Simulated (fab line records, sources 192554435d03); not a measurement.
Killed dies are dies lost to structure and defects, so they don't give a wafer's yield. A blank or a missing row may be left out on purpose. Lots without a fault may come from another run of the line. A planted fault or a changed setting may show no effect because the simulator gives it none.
fab line records | flow n5_finfet
record lots=9 wafers=27 last_day=17
route steps=1938 shown BEOL_M4@1090 BEOL_M5@1128 PASSIVATION@1936
lots that met no fault: from a run of the same line without faults
start_h: hours from the record's first day to the start of the lot's first wafer shown | wait_h: hours since the lot's step before | " the same as in the row above | L1.1+2: a row that stands for several wafers | - no value, or no start given | * or withheld: withheld | < > ~ a bound
route shown NAME@n: a module of which the file shows steps, and the number in the route of the first | usual: mean/standard deviation of fault-free wafers | same: alike in all rows | chamber/n: place in a boat | sites: the reading at each site | _std_site: their standard deviation | _edge_site: outer sites' mean less inner sites' | radius_mm: how far each site lies from the wafer's centre | mask NAME#n: copy n | behind: the tool/chamber that last shaped the wafer | hold: why the lot was held/for how many hours/how that ended | device: the transistor (n, p or np) that didn't switch | end of line: the same wafers' tests at the end of the route | a step without rows: its recipe alone | killed: dies lost to structure and defects at the first sort, not the wafer's yield | map: a wafer's dies, x killed, . not, _ none there
set.NAME: the setting as run; set.NAME@STEP: as run at that earlier step | model.NAME: the simulator's own value behind a step, which no gauge read
steps of the route over a sample of lots; a table a step, a row a wafer
services: from which hour (start_h, from the record's first day; less than 0 if before it) a tool's chamber was out of use, for how many hours, and why
## steps
# step N5_BEOL_M4_SPUTTER_86
# recipe material=Cu target_thk_a=45 temp_c=-20 chamber_pressure_pa=0.07 power_w=withheld time_s=8.29
# usual throttle_valve_pct=30.0/1.2
# columns lot.wafer tool chamber start_h wait_h throttle_valve_pct
L487.1 pvd_sputter-03 - 170.16 0.1 27.9
L487.3 " - " " 28.9
L487.5 " - " " 30.7
L488.2 pvd_sputter-02 - 178.62 0.1 31.1
L488.3 " - " " 29.6
L488.5 " - " " 28.4
L489.3 pvd_sputter-03 - 186.40 0.1 30.7
L489.5 " - " " 30.9
L489.6 " - " " 28.9
L490.2 pvd_sputter-02 - 191.62 0.1 28.5
L490.4 " - " " 31.2
L490.6 " - " " 31.1
L494.2 pvd_sputter-01 - 226.51 0.1 31.7
L494.3 " - " " 30.6
L494.5 " - " " 30.2
L500.2 pvd_sputter-01 - 255.01 0.1 29.8
L500.5 " - " " 30.5
L500.6 " - " " 29.8
L501.4 pvd_sputter-01 - 256.95 0.1 31.4
L501.5 " - " " 28.0
L501.6 " - " " 30.3
L502.1 pvd_sputter-03 - 264.33 0.1 31.0
L502.2 " - " " 30.9
L502.6 " - " " 30.6
L508.2 pvd_sputter-02 - 306.18 0.1 28.3
L508.3 " - " " 31.5
L508.5 " - " " 31.1
# step N5_BEOL_M4_SPUTTER_94
# recipe material=Cu target_thk_a=45 temp_c=-20 chamber_pressure_pa=0.07 power_w=withheld time_s=8.29
# usual throttle_valve_pct=30.0/1.2
# columns lot.wafer tool chamber start_h wait_h throttle_valve_pct
L487.1 pvd_sputter-03 - 171.04 0.1 28.1
L487.3 " - " " 29.0
L487.5 " - " " 31.1
L488.2 pvd_sputter-02 - 179.50 0.1 31.2
L488.3 " - " " 29.7
L488.5 " - " " 28.3
L489.3 pvd_sputter-03 - 187.28 0.1 30.7
L489.5 " - " " 31.3
L489.6 " - " " 29.1
L490.2 pvd_sputter-02 - 192.50 0.1 28.4
L490.4 " - " " 31.2
L490.6 " - " " 30.9
L494.2 pvd_sputter-01 - 227.39 0.1 31.5
L494.3 " - " " 30.4
L494.5 " - " " 30.0
L500.2 pvd_sputter-01 - 255.89 0.1 30.0
L500.5 " - " " 30.5
L500.6 " - " " 29.9
L501.4 pvd_sputter-01 - 257.83 0.1 31.2
L501.5 " - " " 27.9
L501.6 " - " " 30.4
L502.1 pvd_sputter-03 - 265.21 0.1 30.9
L502.2 " - " " 30.8
L502.6 " - " " 30.9
L508.2 pvd_sputter-02 - 307.06 0.1 28.6
L508.3 " - " " 31.2
L508.5 " - " " 30.9
# step N5_BEOL_M4_CO_CAP_55
# recipe material=Co target_thk_a=20 temp_c=200 precursor=CCTBA/H2 pressure_torr=30 time_s=102.1
# usual heater_power_w=229/16
# columns lot.wafer tool chamber start_h wait_h heater_power_w
L487.1 cvd_co-01 2 172.12 0.0 214
L487.3 " 1 " " 248
L487.5 " 0 " " 233
L488.2 cvd_co-01 2 181.96 0.0 216
L488.3 " 1 " " 253
L488.5 " 2 " " 215
L489.3 cvd_co-02 0 188.47 0.0 206
L489.5 " 1 " " 243
L489.6 " 0 " " 209
L490.2 cvd_co-01 2 194.78 0.0 210
L490.4 " 2 " " 216
L490.6 " 0 " " 236
L494.2 cvd_co-01 1 231.23 0.0 249
L494.3 " 2 " " 219
L494.5 " 2 " " 220
L500.2 cvd_co-02 2 256.97 0.0 215
L500.5 " 0 " " 204
L500.6 " 1 " " 246
L501.4 cvd_co-01 1 259.67 0.0 250
L501.5 " 2 " " 218
L501.6 " 0 " " 231
L502.1 cvd_co-01 2 266.32 0.0 212
L502.2 " 1 " " 255
L502.6 " 0 " " 228
L508.2 cvd_co-02 0 308.42 0.0 204
L508.3 " 1 " " 248
L508.5 " 0 " " 203
# step N5_BEOL_M4_RS_MEAS_58
# recipe thk_meas_gauge=four-point-probe reads=Co_of_BEOL_M4_CO_CAP_55+Cu_of_BEOL_M4_ECD_50+Co_of_BEOL_M4_CVD_47+TaN_of_BEOL_M4_ALD_84
# usual M4_RS=0.66/0.03
# columns lot.wafer tool chamber start_h wait_h M4_RS[ohm/sq]
L487.1 film_metro-02 - 172.30 0.0 0.65
L487.3 " - " " 0.68
L487.5 " - " " 0.64
L488.2 film_metro-02 - 182.15 0.1 0.70
L488.3 " - " " 0.63
L488.5 " - " " 0.65
L489.3 film_metro-02 - 188.66 0.1 0.59
L489.5 " - " " 0.62
L489.6 " - " " 0.61
L490.2 film_metro-02 - 194.97 0.1 0.63
L490.4 " - " " 0.67
L490.6 " - " " 0.59
L494.2 film_metro-02 - 231.41 0.1 0.72
L494.3 " - " " 0.67
L494.5 " - " " 0.68
L500.2 film_metro-01 - 257.16 0.1 0.65
L500.5 " - " " 0.62
L500.6 " - " " 0.62
L501.4 film_metro-01 - 259.82 0.0 0.68
L501.5 " - " " 0.69
L501.6 " - " " 0.65
L502.1 film_metro-02 - 266.51 0.0 0.69
L502.2 " - " " 0.68
L502.6 " - " " 0.68
L508.2 film_metro-02 - 308.60 0.1 0.66
L508.3 " - " " 0.62
L508.5 " - " " 0.63
# step N5_BEOL_M4_INSPECT_59
# recipe inspect_instrument=darkfield mode=post_dep
# usual raw_defect_count=66/20
# columns lot.wafer tool chamber start_h wait_h raw_defect_count
L487.1 defect_inspect-02 - 172.33 0.0 101
L487.3 " - " " 70
L487.5 " - " " 100
L488.2 defect_inspect-02 - 182.17 0.0 59
L488.3 " - " " 63
L488.5 " - " " 77
L489.3 defect_inspect-01 - 188.68 0.0 95
L489.5 " - " " 71
L489.6 " - " " 99
L490.2 defect_inspect-02 - 194.99 0.0 88
L490.4 " - " " 67
L490.6 " - " " 46
L494.2 defect_inspect-02 - 231.44 0.0 99
L494.3 " - " " 72
L494.5 " - " " 98
L500.2 defect_inspect-01 - 257.18 0.0 78
L500.5 " - " " 104
L500.6 " - " " 87
L501.4 defect_inspect-02 - 259.84 0.0 368
L501.5 " - " " 55
L501.6 " - " " 50
L502.1 defect_inspect-02 - 266.53 0.0 27
L502.2 " - " " 418
L502.6 " - " " 51
L508.2 defect_inspect-01 - 308.62 0.0 78
L508.3 " - " " 93
L508.5 " - " " 79
# step N5_BEOL_M4_RC_MEAS_101
# usual DIBL_N=35.9/1.8 DIBL_P=36.2/2 IOFF_N=0.16/0.031 IOFF_P=0.22/0.041 ION_N=676/11 ION_P=465/8.5 SS_N=71.4/0.64 SS_P=73.2/0.7 VT_N=250/3.5 VT_P=-250/3.9
# columns lot.wafer tool chamber start_h wait_h DIBL_N[mV/V] DIBL_P[mV/V] IOFF_N[nA/um] IOFF_P[nA/um] ION_N[uA/um] ION_P[uA/um] SS_N[mV/dec] SS_P[mV/dec] VT_N[mV] VT_P[mV]
L487.1 prober-02 0 172.36 0.0 35.3 37.7 0.15 0.21 681 472 70.8 73.5 250 -250
L487.3 " 0 " " 34.0 35.3 0.13 0.18 657 456 70.9 73.1 253 -252
L487.5 " 0 " " 35.9 37.8 0.16 0.22 688 467 70.8 73.5 251 -249
L488.2 prober-02 0 182.35 0.2 36.6 35.9 0.17 0.19 673 449 71.5 73.4 250 -251
L488.3 " 0 " " 33.5 32.5 0.11 0.15 657 450 70.8 71.8 252 -254
L488.5 " 0 " " 35.1 35.4 0.15 0.18 676 457 71.1 72.0 250 -251
L489.3 prober-02 0 189.02 0.3 32.6 34.6 0.12 0.18 668 462 70.5 72.7 254 -248
L489.5 " 0 " " 29.3 29.7 0.08 0.12 652 450 70.0 71.0 260 -254
L489.6 " 0 " " 34.5 34.9 0.14 0.18 655 451 71.0 71.9 252 -251
L490.2 prober-01 0 195.17 0.2 36.8 36.1 0.18 0.25 681 471 72.3 73.8 249 -244
L490.4 " 0 " " 36.2 35.4 0.15 0.24 673 474 71.4 74.1 250 -245
L490.6 " 0 " " 34.8 34.8 0.15 0.23 678 472 71.2 73.0 249 -247
L494.2 prober-01 0 231.62 0.2 34.9 37.0 0.15 0.21 687 466 71.2 73.0 249 -249
L494.3 " 0 " " 35.7 37.8 0.17 0.23 681 467 72.0 73.2 251 -249
L494.5 " 0 " " 34.9 37.7 0.15 0.23 675 468 71.4 73.7 249 -249
L500.2 prober-01 0 257.36 0.2 37.3 37.5 0.20 0.28 706 476 71.2 74.2 243 -247
L500.5 " 0 " " 35.6 35.1 0.16 0.22 682 470 70.9 73.6 246 -251
L500.6 " 0 " " 34.1 34.6 0.15 0.23 679 469 70.5 73.6 250 -245
L501.4 prober-01 0 260.33 0.5 35.2 35.3 0.14 0.17 675 460 70.3 72.5 250 -253
L501.5 " 0 " " 34.8 35.6 0.13 0.16 676 458 71.0 72.3 254 -256
L501.6 " 0 " " 35.6 35.4 0.14 0.17 678 455 71.6 72.6 252 -256
L502.1 prober-01 0 266.56 0.0 37.0 35.9 0.19 0.23 682 465 72.1 72.8 244 -248
L502.2 " 0 " " 35.4 35.0 0.14 0.20 678 468 72.1 72.6 251 -251
L502.6 " 0 " " 36.2 35.4 0.16 0.21 671 462 72.0 73.4 250 -251
L508.2 prober-02 0 308.80 0.2 35.1 35.2 0.14 0.21 684 470 71.1 72.6 247 -248
L508.3 " 0 " " 37.9 37.1 0.18 0.24 691 473 71.3 74.2 248 -248
L508.5 " 0 " " 37.0 36.8 0.16 0.24 678 470 71.6 73.5 248 -248
# step N5_BEOL_M5_INSPECT_13
# recipe mode=adi inspect_instrument=brightfield
# usual raw_defect_count=384/75
# columns lot.wafer tool chamber start_h wait_h raw_defect_count
L487.1 defect_inspect-02 - 176.50 0.1 380
L487.3 " - " " 424
L487.5 " - " " 355
L488.2 defect_inspect-01 - 185.72 0.0 400
L488.3 " - " " 370
L488.5 " - " " 321
L489.3 defect_inspect-02 - 191.38 0.0 405
L489.5 " - " " 387
L489.6 " - " " 386
L490.2 defect_inspect-02 - 199.68 0.0 420
L490.4 " - " " 474
L490.6 " - " " 342
L494.2 defect_inspect-01 - 234.78 0.0 418
L494.3 " - " " 307
L494.5 " - " " 428
L500.2 defect_inspect-02 - 259.75 0.0 470
L500.5 " - " " 498
L500.6 " - " " 522
L501.4 defect_inspect-02 - 263.21 0.0 646
L501.5 " - " " 352
L501.6 " - " " 364
L502.1 defect_inspect-02 - 270.17 0.1 394
L502.2 " - " " 768
L502.6 " - " " 497
L508.2 defect_inspect-01 - 310.90 0.0 375
L508.3 " - " " 292
L508.5 " - " " 306
# step N5_BEOL_M5_INSPECT_30
# recipe mode=adi inspect_instrument=brightfield
# usual raw_defect_count=387/72
# columns lot.wafer tool chamber start_h wait_h raw_defect_count
L487.1 defect_inspect-02 - 177.46 0.1 358
L487.3 " - " " 430
L487.5 " - " " 338
L488.2 defect_inspect-01 - 186.71 0.0 377
L488.3 " - " " 395
L488.5 " - " " 322
L489.3 defect_inspect-01 - 194.98 0.0 393
L489.5 " - " " 335
L489.6 " - " " 355
L490.2 defect_inspect-01 - 200.74 0.0 402
L490.4 " - " " 433
L490.6 " - " " 311
L494.2 defect_inspect-02 - 235.77 0.0 463
L494.3 " - " " 353
L494.5 " - " " 474
L500.2 defect_inspect-01 - 262.00 0.0 431
L500.5 " - " " 447
L500.6 " - " " 445
L501.4 defect_inspect-01 - 265.48 0.0 638
L501.5 " - " " 345
L501.6 " - " " 368
L502.1 defect_inspect-01 - 273.39 0.1 373
L502.2 " - " " 756
L502.6 " - " " 475
L508.2 defect_inspect-02 - 312.96 0.0 382
L508.3 " - " " 303
L508.5 " - " " 334
# step N5_PASSIVATION_PROBE_49
# usual defect_limited_yield=91.3/1.3 killed_at_M0_to_M3=35/9.3 killed_at_M4_up=14/5.2 killed_at_contacts=12/5.9 killed_at_front_end=38/11 killed_at_other=4/3.7 killed_dies=103/15 killed_open=67/12 killed_short=34/8 sort_bin_5_function=5.1/0.88 sort_bin_6_memory=3.3/0.65 sort_bin_8_speed=0.00/0.03 sort_n_pass=1077/15 sort_yield_pct=91.3/1.3
# same gross_dies=1180 killed_at_back_side=0 sort_bin_4_leakage[%]=0
# columns lot.wafer tool chamber start_h wait_h defect_limited_yield[%] killed_at_M0_to_M3 killed_at_M4_up killed_at_contacts killed_at_front_end killed_at_other killed_dies killed_open killed_short sort_bin_5_function[%] sort_bin_6_memory[%] sort_bin_8_speed[%] sort_n_pass sort_yield_pct[%]
L488.2 prober-02 - 297.42 0.1 92.3 34 11 8 37 1 91 59 31 4.2 3.2 0 1089 92.3
L488.3 prober-02 - 297.47 0.1 94.2 25 9 5 26 3 68 45 23 3.6 1.9 0 1112 94.2
L488.5 prober-02 - 297.57 0.2 92.4 22 17 13 34 4 90 58 31 4.7 2.6 0 1090 92.4
L501.4 prober-02 - 381.05 0.5 83.9 26 110 12 40 2 190 51 36 11.1 3.3 0 990 83.9
L501.5 prober-02 - 381.10 0.5 91.7 31 18 10 39 0 98 63 33 5.5 2.5 0 1082 91.7
L501.6 prober-02 - 381.15 0.6 92.0 29 14 15 34 2 94 63 30 4.7 3.2 0 1086 92.0
L502.1 prober-02 - 382.58 0.0 87.5 50 15 19 59 5 148 92 53 7.0 4.9 0.08 1032 87.5
L502.2 prober-02 - 382.63 0.1 83.5 31 119 7 32 6 195 61 27 10.7 4.1 0 985 83.5
L502.6 prober-02 - 382.83 0.3 90.7 44 10 6 45 5 110 66 42 5.7 3.5 0 1070 90.7
# killed by level:class
L488.2 STI_FIN_REVEAL:geometric_particle:open=18 BEOL_M3:geometric_particle:open=16 MOL_CONTACT_COAG:geometric_particle:open=7 BEOL_M0_SAQP:geometric_particle:short=7 BEOL_M3:geometric_particle:short=5 FIN_SAQP:geometric_particle:short=4 BEOL_M4:geometric_particle:open=4 STI_FIN_REVEAL:geometric_particle:short=3
L488.3 STI_FIN_REVEAL:geometric_particle:open=8 BEOL_M0_SAQP:geometric_particle:short=8 BEOL_M0_SAQP:geometric_particle:open=7 BEOL_M4:geometric_particle:open=7 BEOL_M1:geometric_particle:open=5 STARTING-WAFER:geometric_particle:short=5 STARTING-WAFER:geometric_particle:open=4 MOL_CONTACT_COAG:geometric_particle:open=3
L488.5 MOL_CONTACT_COAG:geometric_particle:open=10 STI_FIN_REVEAL:geometric_particle:open=7 BEOL_M0_SAQP:geometric_particle:short=7 BEOL_M4:geometric_particle:open=7 ILD0:geometric_particle:short=5 BEOL_M0:geometric_particle:open=5 STARTING-WAFER:geometric_particle:open=5 FIN_SAQP:geometric_particle:open=4
L501.4 BEOL_M4:unspecified=101 FIN_SAQP:geometric_particle:open=7 FIN_SAQP:geometric_particle:short=6 MOL_CONTACT_COAG:geometric_particle:open=6 MOL_CONTACT_COAG:geometric_particle:short=6 BEOL_M1:geometric_particle:open=6 STARTING-WAFER:geometric_particle:short=6 BEOL_M2:geometric_particle:open=5
L501.5 FIN_SAQP:geometric_particle:open=10 FIN_SAQP:geometric_particle:short=10 BEOL_M6:geometric_particle:open=9 MOL_CONTACT_COAG:geometric_particle:open=8 BEOL_M0_SAQP:geometric_particle:short=7 BEOL_M1:geometric_particle:open=5 BEOL_M3:geometric_particle:open=5 DUMMY_GATE:geometric_particle:open=4
L501.6 FIN_SAQP:geometric_particle:open=11 MOL_CONTACT_COAG:geometric_particle:short=9 MOL_CONTACT_COAG:geometric_particle:open=6 BEOL_M0_SAQP:geometric_particle:short=6 BEOL_M0_SAQP:geometric_particle:open=5 BEOL_M3:geometric_particle:open=5 STI_FIN_REVEAL:geometric_particle:open=4 DUMMY_GATE:geometric_particle:open=4
L502.1 BEOL_M0_SAQP:geometric_particle:short=18 STI_FIN_REVEAL:geometric_particle:open=16 MOL_CONTACT_COAG:geometric_particle:open=16 FIN_SAQP:geometric_particle:open=13 BEOL_M0_SAQP:geometric_particle:open=13 FIN_SAQP:geometric_particle:short=10 BEOL_M3:geometric_particle:open=9 BEOL_M4:geometric_particle:open=5
L502.2 BEOL_M4:unspecified=107 BEOL_M0_SAQP:geometric_particle:open=11 BEOL_M1:geometric_particle:open=9 FIN_SAQP:geometric_particle:short=8 FIN_SAQP:geometric_particle:open=8 BEOL_M0_SAQP:geometric_particle:short=7 MOL_CONTACT_COAG:geometric_particle:open=6 STI_FIN_REVEAL:geometric_particle:open=4
L502.6 BEOL_M0_SAQP:geometric_particle:short=17 BEOL_M0_SAQP:geometric_particle:open=13 FIN_SAQP:geometric_particle:open=10 BEOL_M3:geometric_particle:open=10 GATE_CUT:geometric_particle:short=8 STI_FIN_REVEAL:geometric_particle:open=6 GATE_CUT:geometric_particle:open=5 ILD0:geometric_particle:open=4
## services
# columns tool chamber start_h hours kind
cvd_co-02 - 167.46 5.8 repair
pvd_sputter-03 - 254.06 7.5 repair
cvd_co-02 - 276.15 3.8 pm
## key
first_sign step=N5_BEOL_M4_INSPECT_59 reading=raw_defect_count direction=up sigmas=16 usual=66 struck=393
effect step=N5_BEOL_M5_INSPECT_13 reading=raw_defect_count direction=up sigmas=4.3 usual=384 struck=707
effect step=N5_BEOL_M5_INSPECT_30 reading=raw_defect_count direction=up sigmas=4.3 usual=387 struck=697
effect step=N5_PASSIVATION_PROBE_49 reading=killed_at_M4_up direction=up sigmas=19 usual=14 struck=114
more_kills_born_at N5_BEOL_M4_CO_CAP_55@cvd_co-01=208
met_at N5_BEOL_M4_CO_CAP_55
struck_lots L501,L502
struck_wafers L501.4,L502.2
not_acting_at N5_BEOL_M4_SPUTTER_86,N5_BEOL_M4_SPUTTER_94,N5_BEOL_M4_RS_MEAS_58
onset_between 231.23 259.67
fault kind=chamber_particle_source tool=cvd_co-01 chamber=1 onset_h=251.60 steps=N5_BEOL_M4_CO_CAP_55 rate_per_visit_cm2=0.53376 end_h=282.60
